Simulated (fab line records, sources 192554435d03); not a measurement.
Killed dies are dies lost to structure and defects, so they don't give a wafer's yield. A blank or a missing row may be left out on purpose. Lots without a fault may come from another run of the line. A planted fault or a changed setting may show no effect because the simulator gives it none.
fab line records | flow n5_finfet
record lots=5 wafers=15 last_day=17
route steps=1938 shown FIN_CUT@178 STI_FIN_REVEAL@183 BEOL_M4@1111 PASSIVATION@1936
lots that met no fault: from a run of the same line without faults
start_h: hours from the record's first day to the start of the lot's first wafer shown | wait_h: hours since the lot's step before | " the same as in the row above | L1.1+2: a row that stands for several wafers | - no value, or no start given | * or withheld: withheld | < > ~ a bound
route shown NAME@n: a module of which the file shows steps, and the number in the route of the first | usual: mean/standard deviation of fault-free wafers | same: alike in all rows | chamber/n: place in a boat | sites: the reading at each site | _std_site: their standard deviation | _edge_site: outer sites' mean less inner sites' | radius_mm: how far each site lies from the wafer's centre | mask NAME#n: copy n | behind: the tool/chamber that last shaped the wafer | hold: why the lot was held/for how many hours/how that ended | device: the transistor (n, p or np) that didn't switch | end of line: the same wafers' tests at the end of the route | a step without rows: its recipe alone | killed: dies lost to structure and defects at the first sort, not the wafer's yield | map: a wafer's dies, x killed, . not, _ none there
set.NAME: the setting as run; set.NAME@STEP: as run at that earlier step | model.NAME: the simulator's own value behind a step, which no gauge read
lots at some steps of the route; a table a step, a row a wafer
services: from which hour (start_h, from the record's first day; less than 0 if before it) a tool's chamber was out of use, for how many hours, and why
## steps
# step N5_FIN_CUT_STRIP_22
# recipe chemistry=N2/H2 power_w=500 temp_c=40 pressure_mtorr=50 rf_frequency_hz=6e+07 overash_fraction=0.3 bias_power_w=8 h2_frac=0.5 n2_flow_sccm=300 h2_flow_sccm=300
# step N5_FIN_CUT_PRECLEAN_36
# recipe chemistry=O3/DIW time_s=60 temp_c=22 o3_ppm=10
# step N5_FIN_CUT_SRD_32
# recipe dry=ipa_marangoni time_s=30 temp_c=23 rinse_liquid=diw
# step N5_FIN_CUT_UV_OZONE_34
# recipe time_s=120 pressure_torr=760 temp_c=25
# step N5_STI_FIN_REVEAL_ALD_00
# recipe material=SiO2 target_thk_a=10 temp_c=300 ald_precursor_family=BDEAS ald_co_reactant=O2-plasma pulse_time_s=1 pressure_torr=2
# step N5_STI_FIN_REVEAL_ALD_14
# recipe material=Si3N4 target_thk_a=30 temp_c=400 ald_precursor_family=SiH2I2 ald_co_reactant=N2/H2-plasma pressure_torr=2
# step N5_STI_FIN_REVEAL_FCVD_FILL_01
# recipe material=SiO2_flowable target_thk_a=3120 temp_c=100 pressure_torr=0.8 rf_w=2000 time_s=512.2
# step N5_STI_FIN_REVEAL_DENSIFY_02
# recipe temp_c=650 ambient=steam time_s=1800 idle_temp_c=400 densification_p_h2o_torr=640
# step N5_STI_FIN_REVEAL_CMP_04
# recipe stop_on=Si3N4 t_overpolish_s=4 down_force_psi=2 platen_rpm=54.18 post_cmp_clean=alkaline_brush pad_velocity_m_s=1.078 target_thk_nm=131.83
# step N5_STI_FIN_REVEAL_DENSIFY_30
# recipe temp_c=* time_s=* ambient=N2 idle_temp_c=600 ramp_up_c_per_s=150 ramp_down_c_per_s=60 cool_to_c=600
# step N5_STI_FIN_REVEAL_ETCHBACK_08
# recipe chemistry=C4F6/O2 target=SiO2 target_depth_a=305 time_s=10.167 ion_energy_ev=250 pressure_mtorr=30 source_w=345 bias_w=185 Ar_flow_sccm=300 C4F6_flow_sccm=10 O2_flow_sccm=10
# usual C4F6_flow_sccm=9.997/0.028 O2_flow_sccm=9.999/0.029 drypump_motor_current_A=5.9/0.36 oes_f_703_au=0.77/0.073 oes_product_au=0.77/0.077 rf_vpp_V=668/7.4 showerhead_plenum_p_Torr=2.89/0.076 throttle_valve_pct=21.22/0.25
# columns lot.wafer tool chamber start_h wait_h C4F6_flow_sccm O2_flow_sccm drypump_motor_current_A oes_f_703_au oes_product_au rf_hours_counter_h rf_vpp_V showerhead_plenum_p_Torr throttle_valve_pct
L390.2 rie_diel-03 2 68.81 0.3 10.013 9.974 5.8 0.94 0.96 12 670 3.02 20.80
L390.3 " 1 " " 9.948 9.977 5.4 0.79 0.78 128 654 2.74 20.67
L390.5 " 3 " " 10.027 10.056 5.5 0.75 0.75 - 664 2.84 21.42
L399.2 rie_diel-04 1 123.47 0.2 - - - - - - - - -
L399.4 " 2 " " - - - - - - - - -
L399.5 " 3 " " - - - - - - - - -
L400.1 rie_diel-04 1 128.94 0.2 - - - - - - - - -
L400.2 " 0 " " - - - - - - - - -
L400.5 " 3 " " - - - - - - - - -
L401.3 rie_diel-03 2 136.40 0.2 - - - - - - - - -
L401.4 " 1 " " - - - - - - - - -
L401.5 " 1 " " - - - - - - - - -
L405.2 rie_diel-04 0 163.62 0.2 10.034 10.031 6.3 0.72 0.72 221 676 2.92 21.18
L405.3 " 2 " " 10.011 10.025 6.1 0.74 0.76 156 668 2.83 21.48
L405.6 " 3 " " 9.976 10.048 6.2 0.76 0.75 - 664 2.83 21.42
# step N5_STI_FIN_REVEAL_STRIP_24
# recipe chemistry=N2/H2 time_s=90 power_w=100 temp_c=40 pressure_mtorr=100 rf_frequency_hz=6e+07 bias_power_w=3 n2_flow_sccm=300 h2_flow_sccm=300
# step N5_STI_FIN_REVEAL_PRECLEAN_25
# recipe chemistry=SPM time_s=90 temp_c=120 mix=4:1
# step N5_STI_FIN_REVEAL_PRECLEAN_26
# recipe chemistry=SC1 time_s=45 temp_c=46 mix=1:2:100
# step N5_STI_FIN_REVEAL_PRECLEAN_29
# recipe chemistry=DHF time_s=30 temp_c=25 dilution=300:1
# step N5_STI_FIN_REVEAL_SRD_12
# recipe time_s=30 temp_c=23 rinse_liquid=diw dry=ipa_marangoni
# step N5_STI_FIN_REVEAL_RECESS_09
# recipe chemistry=HF/NH3 target=SiO2 afs_cycles=11 target_depth_a=425 temp_c=30 sublimation_temp_c=180 sublimation_time_s=60
# step N5_STI_FIN_REVEAL_STRIP_16
# recipe chemistry=H3PO4 material=SiNx temp_c=165 target_depth_a=238 overetch_fraction=0.4964 dry=ipa_marangoni
# step N5_STI_FIN_REVEAL_PRECLEAN_17
# recipe chemistry=NF3:NH3 afs_cycles=1 temp_c=30 time_s=20 sublimation_temp_c=180 sublimation_time_s=60 pressure_torr=3 rf_power_w=30
# step N5_STI_FIN_REVEAL_ETCH_34
# recipe chemistry=H2 mode=isotropic material=Si target=Si target_depth_a=9.7 temp_c=20 pressure_mtorr=4.5 icp_w=300 bias_w=0 h2_flow_sccm=7.5 he_flow_sccm=142.5
# step N5_STI_FIN_REVEAL_OXIDATION_31
# recipe chemistry=O2_PLASMA_REMOTE temp_c=150 time_s=20 pressure_mtorr=1000 source_power_w=2000 o2_flow_sccm=3000
# step N5_STI_FIN_REVEAL_PRECLEAN_32
# recipe chemistry=NF3:NH3 afs_cycles=1 temp_c=30 time_s=20 sublimation_temp_c=180 sublimation_time_s=60 pressure_torr=3 rf_power_w=30
# step N5_STI_FIN_REVEAL_STRIP_35
# recipe chemistry=H3PO4 material=Si3N4 temp_c=165 target_depth_a=40 time_s=39
# step N5_STI_FIN_REVEAL_SRD_21
# recipe dry=ipa_marangoni time_s=30 temp_c=23 rinse_liquid=diw
# step N5_STI_FIN_REVEAL_OXIDATION_33
# recipe chemistry=O2_PLASMA_REMOTE temp_c=150 time_s=20 pressure_mtorr=1000 source_power_w=2000 o2_flow_sccm=3000
# step N5_STI_FIN_REVEAL_CLEAN_19
# recipe chemistry=O3/DIW temp_c=25 time_s=120 o3_ppm=10
# step N5_STI_FIN_REVEAL_SRD_23
# recipe dry=ipa_marangoni time_s=30 temp_c=23 rinse_liquid=diw
# step N5_STI_FIN_REVEAL_FIN_H_MEAS_10
# usual trench_depth_nm=52.0/0.54
# columns lot.wafer tool chamber start_h wait_h trench_depth_nm
L390.2 ocd-01 - 71.79 0.0 52.8
L390.3 " - " " 51.9
L390.5 " - " " 51.7
L399.2 ocd-02 - 126.44 0.0 21.7
L399.4 " - " " 21.7
L399.5 " - " " 22.1
L400.1 ocd-02 - 131.91 0.0 20.8
L400.2 " - " " 21.2
L400.5 " - " " 21.2
L401.3 ocd-01 - 139.35 0.0 20.9
L401.4 " - " " 21.3
L401.5 " - " " 21.2
L405.2 ocd-02 - 166.57 0.0 52.0
L405.3 " - " " 51.8
L405.6 " - " " 51.7
# step N5_STI_FIN_REVEAL_PRECLEAN_18
# recipe chemistry=SC2 time_s=45 temp_c=35 mix=1:1:50
# step N5_BEOL_M4_RC_MEAS_101
# usual DIBL_N=35.9/1.3 DIBL_P=35.9/1.6 IOFF_N=0.156/0.022 IOFF_P=0.205/0.023 ION_N=675/9 ION_P=463/5.6 SS_N=71.4/0.57 SS_P=73.1/0.52 VT_N=249.7/2.8 VT_P=-250.2/2.5
# columns lot.wafer tool chamber start_h wait_h DIBL_N[mV/V] DIBL_P[mV/V] IOFF_N[nA/um] IOFF_P[nA/um] ION_N[uA/um] ION_P[uA/um] SS_N[mV/dec] SS_P[mV/dec] VT_N[mV] VT_P[mV]
L390.2 prober-02 0 199.94 0.2 33.1 33.5 0.113 0.175 666 466 71.0 72.9 256.7 -249.9
L390.3 " 0 " " 36.0 36.2 0.151 0.211 679 466 71.2 73.3 251.8 -249.5
L390.5 " 0 " " 33.5 33.2 0.120 0.171 663 457 71.6 72.5 256.4 -251.0
L405.2 prober-02 0 293.60 0.2 37.3 37.5 0.163 0.212 674 463 71.9 74.0 247.9 -250.3
L405.3 " 0 " " 35.7 34.9 0.136 0.186 664 460 71.4 72.8 254.4 -251.4
L405.6 " 0 " " 37.6 37.6 0.170 0.212 677 460 72.2 74.1 249.2 -249.7
# step N5_PASSIVATION_PROBE_49
# usual killed_at_M0_to_M3=35/11 killed_at_M4_up=14/5.4 killed_at_contacts=12/6.2 killed_at_front_end=38/11 killed_at_other=4.1/2.8 killed_dies=103/17 killed_on_rim=13/4 killed_open=66/13 killed_short=34/8.2
# same gross_dies=1180 killed_at_back_side=0
# columns lot.wafer tool chamber start_h wait_h killed_at_M0_to_M3 killed_at_M4_up killed_at_contacts killed_at_front_end killed_at_other killed_dies killed_on_rim killed_open killed_short
L390.2 prober-01 - 305.34 0.1 30 28 10 32 0 100 11 66 29
L390.3 prober-01 - 305.39 0.1 28 10 15 49 3 105 13 58 45
L390.5 prober-01 - 305.49 0.2 25 13 19 55 9 121 18 76 41
L399.2 prober-02 - 358.07 0.1 26 8 8 1137 1 1180 152 44 26
L399.4 prober-02 - 358.17 0.2 34 8 13 1122 3 1180 152 57 40
L399.5 prober-02 - 358.22 0.2 33 8 6 1131 2 1180 152 59 23
L400.1 prober-01 - 358.57 0.0 39 17 14 1104 6 1180 152 71 26
L400.2 prober-01 - 358.62 0.1 41 11 8 1116 4 1180 152 56 25
L400.5 prober-01 - 358.77 0.2 33 12 16 1118 1 1180 152 74 22
L401.3 prober-01 - 383.39 0.1 29 8 11 1131 1 1180 152 67 29
L401.4 prober-01 - 383.44 0.2 24 6 7 1142 1 1180 152 46 27
L401.5 prober-01 - 383.49 0.2 20 13 8 1134 5 1180 152 44 28
# killed by level:class
L390.2 BEOL_M4:geometric_particle:open=16 BEOL_M0_SAQP:geometric_particle:open=8 STI_FIN_REVEAL:geometric_particle:open=6 MOL_CONTACT_COAG:geometric_particle:open=6 BEOL_M0_SAQP:geometric_particle:short=6 BEOL_M1:geometric_particle:open=5 BEOL_M2:geometric_particle:open=5 BEOL_M6:geometric_particle:open=4
L390.3 FIN_SAQP:geometric_particle:short=10 MOL_CONTACT_COAG:geometric_particle:open=10 BEOL_M0_SAQP:geometric_particle:short=8 FIN_SAQP:geometric_particle:open=6 BEOL_M4:geometric_particle:open=6 MOL_CONTACT_COAG:geometric_particle:short=5 BEOL_M2:geometric_particle:open=5 STARTING-WAFER:geometric_particle:short=5
L390.5 MOL_CONTACT_COAG:geometric_particle:open=16 FIN_SAQP:geometric_particle:short=14 STI_FIN_REVEAL:geometric_particle:open=8 DUMMY_GATE:geometric_particle:open=8 FIN_SAQP:geometric_particle:open=7 BEOL_M1:geometric_particle:open=6 PASS1_CAP:geometric_particle:open=6 BEOL_M5:geometric_particle:open=5
L399.2 STI_FIN_REVEAL:area_etchback=1109 FIN_SAQP:geometric_particle:short=8 FIN_SAQP:geometric_particle:open=6 BEOL_M2:geometric_particle:open=6 BEOL_M3:geometric_particle:open=5 MOL_CONTACT_COAG:geometric_particle:open=4 MOL_CONTACT_COAG:geometric_particle:short=4 BEOL_M1:geometric_particle:short=4
L399.4 STI_FIN_REVEAL:area_etchback=1082 BEOL_M2:geometric_particle:open=13 FIN_SAQP:geometric_particle:short=11 MOL_CONTACT_COAG:geometric_particle:open=10 FIN_SAQP:geometric_particle:open=9 GATE_CUT:geometric_particle:short=8 BEOL_M0_SAQP:geometric_particle:short=6 STI_FIN_REVEAL:geometric_particle:open=4
L399.5 STI_FIN_REVEAL:area_etchback=1098 BEOL_M2:geometric_particle:open=12 FIN_SAQP:geometric_particle:short=10 BEOL_M3:geometric_particle:open=8 MOL_CONTACT_COAG:geometric_particle:open=6 STI_FIN_REVEAL:geometric_particle:open=5 BEOL_M0:geometric_particle:open=5 BEOL_M0_SAQP:geometric_particle:open=4
L400.1 STI_FIN_REVEAL:area_etchback=1083 MOL_CONTACT_COAG:geometric_particle:open=11 BEOL_M0_SAQP:geometric_particle:open=9 BEOL_M2:geometric_particle:open=9 BEOL_M0_SAQP:geometric_particle:short=7 FIN_SAQP:geometric_particle:open=6 BEOL_M4:geometric_particle:open=6 BEOL_M1:geometric_particle:open=5
L400.2 STI_FIN_REVEAL:area_etchback=1099 BEOL_M1:geometric_particle:open=9 BEOL_M3:geometric_particle:open=8 BEOL_M2:geometric_particle:open=7 MOL_CONTACT_COAG:geometric_particle:open=6 BEOL_M0_SAQP:geometric_particle:short=6 BEOL_M0_SAQP:geometric_particle:open=5 BEOL_M4:geometric_particle:open=4
L400.5 STI_FIN_REVEAL:area_etchback=1084 MOL_CONTACT_COAG:geometric_particle:open=14 BEOL_M2:geometric_particle:open=12 STI_FIN_REVEAL:geometric_particle:open=8 FIN_SAQP:geometric_particle:open=6 DUMMY_GATE:geometric_particle:open=5 BEOL_M0_SAQP:geometric_particle:short=5 BEOL_M1:geometric_particle:open=4
L401.3 STI_FIN_REVEAL:area_etchback=1081 FIN_SAQP:geometric_particle:open=12 BEOL_M2:geometric_particle:open=12 BEOL_M0_SAQP:geometric_particle:open=9 MOL_CONTACT_COAG:geometric_particle:open=8 GATE_CUT:geometric_particle:short=7 FIN_CUT:geometric_particle:short=6 GATE_CUT:geometric_particle:open=5
L401.4 STI_FIN_REVEAL:area_etchback=1103 FIN_SAQP:geometric_particle:short=7 FIN_SAQP:geometric_particle:open=7 STI_FIN_REVEAL:geometric_particle:open=7 BEOL_M1:geometric_particle:open=6 MOL_CONTACT_COAG:geometric_particle:open=6 BEOL_M2:geometric_particle:open=4 BEOL_M3:geometric_particle:open=4
L401.5 STI_FIN_REVEAL:area_etchback=1107 MOL_CONTACT_COAG:geometric_particle:open=7 GATE_CUT:geometric_particle:short=5 BEOL_M2:geometric_particle:open=5 BEOL_M0_SAQP:geometric_particle:short=4 BEOL_M1:geometric_particle:open=4 BEOL_M8:geometric_particle:open=4 STARTING-WAFER:geometric_particle:short=4
# map L399.2 (x killed, . not)
_________________xxxxxxxxxxxx________________
______________xxxxxxxxxxxxxxxxxx_____________
___________xxxxxxxxxxxxxxxxxxxxxxxx__________
__________xxxxxxxxxxxxxxxxxxxxxxxxxx_________
________xxxxxxxxxxxxxxxxxxxxxxxxxxxxxx_______
_______xxxxxxxxxxxxxxxxxxxxxxxxxxxxxxxx______
______xxxxxxxxxxxxxxxxxxxxxxxxxxxxxxxxxx_____
_____xxxxxxxxxxxxxxxxxxxxxxxxxxxxxxxxxxxx____
____xxxxxxxxxxxxxxxxxxxxxxxxxxxxxxxxxxxxxx___
___xxxxxxxxxxxxxxxxxxxxxxxxxxxxxxxxxxxxxxxx__
___xxxxxxxxxxxxxxxxxxxxxxxxxxxxxxxxxxxxxxxx__
__xxxxxxxxxxxxxxxxxxxxxxxxxxxxxxxxxxxxxxxxxx_
__xxxxxxxxxxxxxxxxxxxxxxxxxxxxxxxxxxxxxxxxxx_
_xxxxxxxxxxxxxxxxxxxxxxxxxxxxxxxxxxxxxxxxxxxx
_xxxxxxxxxxxxxxxxxxxxxxxxxxxxxxxxxxxxxxxxxxxx
_xxxxxxxxxxxxxxxxxxxxxxxxxxxxxxxxxxxxxxxxxxxx
_xxxxxxxxxxxxxxxxxxxxxxxxxxxxxxxxxxxxxxxxxxxx
_xxxxxxxxxxxxxxxxxxxxxxxxxxxxxxxxxxxxxxxxxxxx
_xxxxxxxxxxxxxxxxxxxxxxxxxxxxxxxxxxxxxxxxxxxx
_xxxxxxxxxxxxxxxxxxxxxxxxxxxxxxxxxxxxxxxxxxxx
_xxxxxxxxxxxxxxxxxxxxxxxxxxxxxxxxxxxxxxxxxxxx
__xxxxxxxxxxxxxxxxxxxxxxxxxxxxxxxxxxxxxxxxxx_
__xxxxxxxxxxxxxxxxxxxxxxxxxxxxxxxxxxxxxxxxxx_
___xxxxxxxxxxxxxxxxxxxxxxxxxxxxxxxxxxxxxxxx__
___xxxxxxxxxxxxxxxxxxxxxxxxxxxxxxxxxxxxxxxx__
____xxxxxxxxxxxxxxxxxxxxxxxxxxxxxxxxxxxxxx___
_____xxxxxxxxxxxxxxxxxxxxxxxxxxxxxxxxxxxx____
______xxxxxxxxxxxxxxxxxxxxxxxxxxxxxxxxxx_____
_______xxxxxxxxxxxxxxxxxxxxxxxxxxxxxxxx______
________xxxxxxxxxxxxxxxxxxxxxxxxxxxxxx_______
__________xxxxxxxxxxxxxxxxxxxxxxxxxx_________
___________xxxxxxxxxxxxxxxxxxxxxxxx__________
______________xxxxxxxxxxxxxxxxxx_____________
_________________xxxxxxxxxxxx________________
# map L400.1 (x killed, . not)
_________________xxxxxxxxxxxx________________
______________xxxxxxxxxxxxxxxxxx_____________
___________xxxxxxxxxxxxxxxxxxxxxxxx__________
__________xxxxxxxxxxxxxxxxxxxxxxxxxx_________
________xxxxxxxxxxxxxxxxxxxxxxxxxxxxxx_______
_______xxxxxxxxxxxxxxxxxxxxxxxxxxxxxxxx______
______xxxxxxxxxxxxxxxxxxxxxxxxxxxxxxxxxx_____
_____xxxxxxxxxxxxxxxxxxxxxxxxxxxxxxxxxxxx____
____xxxxxxxxxxxxxxxxxxxxxxxxxxxxxxxxxxxxxx___
___xxxxxxxxxxxxxxxxxxxxxxxxxxxxxxxxxxxxxxxx__
___xxxxxxxxxxxxxxxxxxxxxxxxxxxxxxxxxxxxxxxx__
__xxxxxxxxxxxxxxxxxxxxxxxxxxxxxxxxxxxxxxxxxx_
__xxxxxxxxxxxxxxxxxxxxxxxxxxxxxxxxxxxxxxxxxx_
_xxxxxxxxxxxxxxxxxxxxxxxxxxxxxxxxxxxxxxxxxxxx
_xxxxxxxxxxxxxxxxxxxxxxxxxxxxxxxxxxxxxxxxxxxx
_xxxxxxxxxxxxxxxxxxxxxxxxxxxxxxxxxxxxxxxxxxxx
_xxxxxxxxxxxxxxxxxxxxxxxxxxxxxxxxxxxxxxxxxxxx
_xxxxxxxxxxxxxxxxxxxxxxxxxxxxxxxxxxxxxxxxxxxx
_xxxxxxxxxxxxxxxxxxxxxxxxxxxxxxxxxxxxxxxxxxxx
_xxxxxxxxxxxxxxxxxxxxxxxxxxxxxxxxxxxxxxxxxxxx
_xxxxxxxxxxxxxxxxxxxxxxxxxxxxxxxxxxxxxxxxxxxx
__xxxxxxxxxxxxxxxxxxxxxxxxxxxxxxxxxxxxxxxxxx_
__xxxxxxxxxxxxxxxxxxxxxxxxxxxxxxxxxxxxxxxxxx_
___xxxxxxxxxxxxxxxxxxxxxxxxxxxxxxxxxxxxxxxx__
___xxxxxxxxxxxxxxxxxxxxxxxxxxxxxxxxxxxxxxxx__
____xxxxxxxxxxxxxxxxxxxxxxxxxxxxxxxxxxxxxx___
_____xxxxxxxxxxxxxxxxxxxxxxxxxxxxxxxxxxxx____
______xxxxxxxxxxxxxxxxxxxxxxxxxxxxxxxxxx_____
_______xxxxxxxxxxxxxxxxxxxxxxxxxxxxxxxx______
________xxxxxxxxxxxxxxxxxxxxxxxxxxxxxx_______
__________xxxxxxxxxxxxxxxxxxxxxxxxxx_________
___________xxxxxxxxxxxxxxxxxxxxxxxx__________
______________xxxxxxxxxxxxxxxxxx_____________
_________________xxxxxxxxxxxx________________
## services
# columns tool chamber start_h hours kind
rie_diel-04 2 65.79 6.7 repair
rie_diel-03 3 95.34 22.6 repair
rie_diel-03 0 103.91 18.7 repair
rie_diel-03 - 112.50 2.8 repair
rie_diel-04 2 116.92 6.0 repair
## key
first_sign step=N5_STI_FIN_REVEAL_ETCHBACK_08 reading=tool_record direction=missing
effect step=N5_STI_FIN_REVEAL_FIN_H_MEAS_10 reading=trench_depth_nm direction=down sigmas=57 usual=52.0 struck=21.3
effect step=N5_PASSIVATION_PROBE_49 reading=killed_at_front_end direction=up sigmas=96 usual=38 struck=1126
more_kills_born_at N5_STI_FIN_REVEAL_ETCHBACK_08@rie_diel-04=6555 N5_STI_FIN_REVEAL_ETCHBACK_08@rie_diel-03=3291
met_at N5_STI_FIN_REVEAL_ETCHBACK_08
struck_wafers L399.2,L399.4,L399.5,L400.1,L400.2,L400.5,L401.3,L401.4,L401.5
later_rows_left_out L399.2,L399.4,L399.5,L400.1,L400.2,L400.5,L401.3,L401.4,L401.5
tester_left_out L399,L400,L401
onset_between 68.81 123.47
fault kind=skipped_step_whole tool=rie_diel-03,rie_diel-04 chamber=- onset_h=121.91 steps=N5_STI_FIN_REVEAL_ETCHBACK_08 scope=struck_lots_only
# tester_left_out: of these lots the tester's yield and bins aren't shown, on N5 and GAA mostly nor the transistor test; their killed dies are dies lost to structure and defects alone, not to doping, threshold or leakage, so they don't give the yield
# later_rows_left_out: the simulator's readings of these wafers behind a module that went badly wrong aren't trusted and aren't shown, but for the sort
